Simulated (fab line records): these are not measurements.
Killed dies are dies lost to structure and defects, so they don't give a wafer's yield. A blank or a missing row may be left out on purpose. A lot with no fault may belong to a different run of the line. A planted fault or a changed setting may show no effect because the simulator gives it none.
The tool behind it: which one? | flow nand_harc | 33 wafers from 11 lots sampled at 5 of the route's 1302 steps

== WHAT THE GAUGES SHOWED, per wafer ==
NHARC_THIN_TSV_CD_MEAS_12: the cd target is 1000 nm. Usual: cd_nm reads 1000.2 nm (standard deviation 2).
lot  | measured     | on        | cd_nm (nm)           | flag
L675 | day 24 12:14 | cd_sem-03 | 1002.0 1001.6 999.5  |
L677 | day 24 17:42 | cd_sem-03 | 1000.7 997.5 997.6   |
L678 | day 24 21:58 | cd_sem-01 | 1003.8 1005.7 1003.4 |
L679 | day 25 06:20 | cd_sem-02 | 1001.1 1001.0 1001.2 |
L682 | day 26 18:51 | cd_sem-03 | 1003.4 1000.2 1000.1 |
L683 | day 26 20:11 | cd_sem-01 | 1001.8 1002.3 996.9  |
L690 | day 29 18:10 | cd_sem-03 | 1001.3 998.5 1000.5  |
L689 | day 29 19:22 | cd_sem-03 | 1003.7 1004.3 1003.1 |
L692 | day 30 19:31 | cd_sem-01 | 1003.8 1000.6 996.8  |
L698 | day 32 14:08 | cd_sem-01 | 998.4 1000.0 999.1   |
L695 | day 32 17:31 | cd_sem-02 | 997.4 997.5 1001.1   |

NHARC_END_SORT_01. Usual: killed_at_array 62, standard deviation 20; killed_at_other 0.8, standard deviation 1.1; killed_at_periphery 3.5, standard deviation 2.4; killed_dies 66, standard deviation 21; killed_open 3.5, standard deviation 1.9; killed_short 2.5, standard deviation 1.7.
lot  | measured     | on        | killed_at_array | killed_at_other | killed_at_periphery | killed_dies | killed_open | killed_short | flag
L690 | day 30 09:11 | prober-02 | 156 154 156     | 0 0 0           | 3 2 3               | 159 156 159 | 5 3 4       | 2 0 4        | OFF

== EACH LOT AND THE TOOL THAT RAN IT (in order: tool; ch and the chambers of the sampled wafers; start) ==
lot  | NHARC_A_STAIRCASE_STRIP_295        | NHARC_A_BONDPAD_STRIP_15           | NHARC_THIN_TSV_STRIP_45
L675 | rie_diel-03 ch 0,1,2, day 16 20:05 | rie_diel-06 ch 1,2,3, day 23 19:37 | plasma_asher-02 ch 0,1, day 24 13:22
L677 | rie_diel-03 ch 0,1, day 17 19:30   | rie_diel-06 ch 0,1,2, day 24 02:40 | plasma_asher-02 ch 0,1, day 24 18:43
L678 | rie_diel-03 ch 0,2, day 18 03:40   | rie_diel-06 ch 0,3, day 24 07:34   | plasma_asher-01 ch 0,1, day 24 23:00
L679 | rie_diel-07 ch 0,1, day 18 12:40   | rie_diel-08 ch 0,2, day 24 15:56   | plasma_asher-02 ch 0,1, day 25 07:35
L682 | rie_diel-07 ch 0,1,2, day 19 20:01 | rie_diel-06 ch 0,1, day 26 04:06   | plasma_asher-02 ch 0,1, day 26 20:02
L683 | rie_diel-07 ch 0,3, day 19 23:05   | rie_diel-06 ch 0,1, day 26 03:39   | plasma_asher-02 ch 0,1, day 26 21:13
L690 | rie_diel-07 ch 0,2, day 22 15:19   | rie_diel-06 ch 0,1,3, day 29 01:36 | plasma_asher-02 ch 0,1, day 29 19:14
L689 | rie_diel-03 ch 0,1,3, day 22 19:52 | rie_diel-08 ch 1,3, day 29 03:44   | plasma_asher-01 ch 0,1, day 29 20:29
L692 | rie_diel-03 ch 0,1,3, day 23 19:29 | rie_diel-08 ch 0,1,2, day 30 04:14 | plasma_asher-01 ch 0, day 30 20:37
L698 | rie_diel-05 ch 0,1,3, day 25 19:46 | rie_diel-06 ch 2,3, day 31 22:43   | plasma_asher-02 ch 0,1, day 32 15:15
L695 | rie_diel-03 ch 1,2,3, day 26 01:21 | rie_diel-07 ch 0,2,3, day 32 00:48 | plasma_asher-01 ch 0,1, day 32 18:33
- NHARC_A_STAIRCASE_STRIP_295: strips in O2.
- NHARC_A_BONDPAD_STRIP_15: strips in O2.
- NHARC_THIN_TSV_STRIP_45: strips in O2.

== AS READ BY THE TOOLS THEMSELVES (means over the sampled wafers that have a number; for cases with no such wafer, the mark the record gives instead) ==
NHARC_A_STAIRCASE_STRIP_295. Usual: chamber_pressure_mTorr 59.99 mTorr (standard deviation 0.053); drypump_motor_current_A 5.9 A (standard deviation 0.46); mfc_ar_sccm 0.009 sccm (standard deviation 0.009); oes_product_au 1.002 a.u. (standard deviation 0.0087); rf_vpp_V 58.0 V (standard deviation 0.93); showerhead_plenum_p_Torr 3.58 Torr (standard deviation 0.2); throttle_valve_pct 17.037 % (standard deviation 0.0088).
lot  | tool        | chamber_pressure_mTorr (mTorr) | drypump_motor_current_A (A) | mfc_ar_sccm (sccm) | oes_product_au (a.u.) | rf_vpp_V (V) | showerhead_plenum_p_Torr (Torr) | throttle_valve_pct (%) | flag
L675 | rie_diel-03 | 59.96                          | 6.0                         | 0.007              | 1.009                 | 57.4         | 3.46                            | 17.033                 |
L677 | rie_diel-03 | 60.05                          | 5.9                         | 0.005              | 1.001                 | 57.0         | 3.30                            | 17.043                 |
L678 | rie_diel-03 | 60.04                          | 5.9                         | 0.009              | 1.004                 | 57.5         | 3.62                            | 17.035                 |
L679 | rie_diel-07 | 60.06                          | 5.8                         | 0.012              | 0.993                 | 58.3         | 3.74                            | 17.037                 |
L682 | rie_diel-07 | 59.99                          | 5.8                         | 0.009              | 0.998                 | 57.8         | 3.57                            | 17.039                 |
L683 | rie_diel-07 | 59.91                          | 6.1                         | 0.019              | 0.998                 | 58.5         | 3.64                            | 17.039                 |
L690 | rie_diel-07 | 59.95                          | 5.9                         | 0.011              | 1.002                 | 58.6         | 3.52                            | 17.040                 |
L689 | rie_diel-03 | 59.96                          | 6.2                         | 0.003              | 0.998                 | 57.6         | 3.62                            | 17.034                 |
L692 | rie_diel-03 | 59.97                          | 6.1                         | 0.003              | 1.011                 | 58.1         | 3.61                            | 17.035                 |
L698 | rie_diel-05 | 59.99                          | 5.2                         | 0.013              | 1.008                 | 57.8         | 3.49                            | 17.039                 |
L695 | rie_diel-03 | 60.03                          | 6.3                         | 0.007              | 1.006                 | 58.0         | 3.75                            | 17.044                 |

NHARC_A_BONDPAD_STRIP_15. Usual: chamber_pressure_mTorr 60.00 mTorr (standard deviation 0.054); drypump_motor_current_A 5.8 A (standard deviation 0.47); mfc_ar_sccm 0.006 sccm (standard deviation 0.013); oes_product_au 1.002 a.u. (standard deviation 0.01); rf_vpp_V 57.9 V (standard deviation 0.83); showerhead_plenum_p_Torr 3.58 Torr (standard deviation 0.14); throttle_valve_pct 17.038 % (standard deviation 0.0096).
lot  | tool        | chamber_pressure_mTorr (mTorr) | drypump_motor_current_A (A) | mfc_ar_sccm (sccm) | oes_product_au (a.u.) | rf_vpp_V (V) | showerhead_plenum_p_Torr (Torr) | throttle_valve_pct (%) | flag
L675 | rie_diel-06 | 59.99                          | 5.6                         | 0.003              | 1.003                 | 58.6         | 3.53                            | 17.031                 |
L677 | rie_diel-06 | 59.99                          | 5.9                         | 0.003              | 1.006                 | 57.7         | 3.58                            | 17.042                 |
L678 | rie_diel-06 | 60.01                          | 6.0                         | 0.000              | 1.006                 | 58.0         | 3.63                            | 17.036                 |
L679 | rie_diel-08 | 60.05                          | 5.8                         | 0.000              | 0.998                 | 57.9         | 3.68                            | 17.041                 |
L682 | rie_diel-06 | 59.97                          | 6.0                         | 0.003              | 1.009                 | 57.8         | 3.60                            | 17.045                 |
L683 | rie_diel-06 | 60.01                          | 5.5                         | 0.007              | 0.999                 | 58.5         | 3.52                            | 17.033                 |
L690 | rie_diel-06 | 59.97                          | 5.6                         | 0.003              | 0.999                 | 57.8         | 3.54                            | 17.033                 |
L689 | rie_diel-08 | 60.03                          | 5.8                         | 0.014              | 1.002                 | 58.2         | 3.61                            | 17.031                 |
L692 | rie_diel-08 | 59.99                          | 5.6                         | 0.014              | 1.005                 | 57.6         | 3.53                            | 17.033                 |
L698 | rie_diel-06 | 59.99                          | 5.7                         | 0.000              | 0.994                 | 57.9         | 3.55                            | 17.038                 |
L695 | rie_diel-07 | 59.99                          | 5.9                         | 0.012              | 1.000                 | 58.2         | 3.65                            | 17.033                 |

NHARC_THIN_TSV_STRIP_45. Usual: drypump_motor_current_A 5.7 A, standard deviation 0.8; heater_power_w 352 W, standard deviation 21; temp_c 250.01 C, standard deviation 0.18.
lot  | tool            | drypump_motor_current_A (A) | heater_power_w (W) | temp_c (C) | flag
L675 | plasma_asher-02 | 5.3                         | 346                | 250.23     |
L677 | plasma_asher-02 | 6.0                         | 334                | 249.98     |
L678 | plasma_asher-01 | 5.7                         | 375                | 250.20     |
L679 | plasma_asher-02 | 6.0                         | 339                | 249.88     |
L682 | plasma_asher-02 | 6.0                         | 331                | 249.97     |
L683 | plasma_asher-02 | 5.3                         | 337                | 249.95     |
L690 | plasma_asher-02 | 6.0                         | 333                | 250.16     |
L689 | plasma_asher-01 | 6.0                         | 373                | 250.04     |
L692 | plasma_asher-01 | 5.4                         | 371                | 250.13     |
L698 | plasma_asher-02 | 5.3                         | 341                | 249.91     |
L695 | plasma_asher-01 | 6.0                         | 376                | 250.00     |

== THE ANSWER, worked out from the rows above alone ==
Rule: a lot is off if the mean of its wafers that have a number lies more than 3 standard deviations from the usual mean. Also off: a lot with no number at a reading for which 4 or more lots have one. All remaining lots with rows at the step are treated as sound. First the gauges in route order, then the tools' own readings, where a lot's mean is used as printed above. The first step at which some lot is off is used, and at that step the reading that is off furthest; a lot without a number counts as furthest.
Off: L690 (NHARC_END_SORT_01, killed_at_array). Neither off nor sound, because the step has no rows for them: L675, L677, L678, L679, L682, L683, L689, L692, L698, L695.
If a tool, at a process step before that reading, ran all the lots that are off and no sound lot after the first of them, it fits. Gauges at NHARC_END_SORT_01: tried the same way as those tools. Can't be told from this: 4 tools fit, rie_diel-07 at NHARC_A_STAIRCASE_STRIP_295, rie_diel-06 at NHARC_A_BONDPAD_STRIP_15, plasma_asher-02 at NHARC_THIN_TSV_STRIP_45, prober-02 at NHARC_END_SORT_01.

== WHAT THE SIMULATOR HAD INSERTED ==
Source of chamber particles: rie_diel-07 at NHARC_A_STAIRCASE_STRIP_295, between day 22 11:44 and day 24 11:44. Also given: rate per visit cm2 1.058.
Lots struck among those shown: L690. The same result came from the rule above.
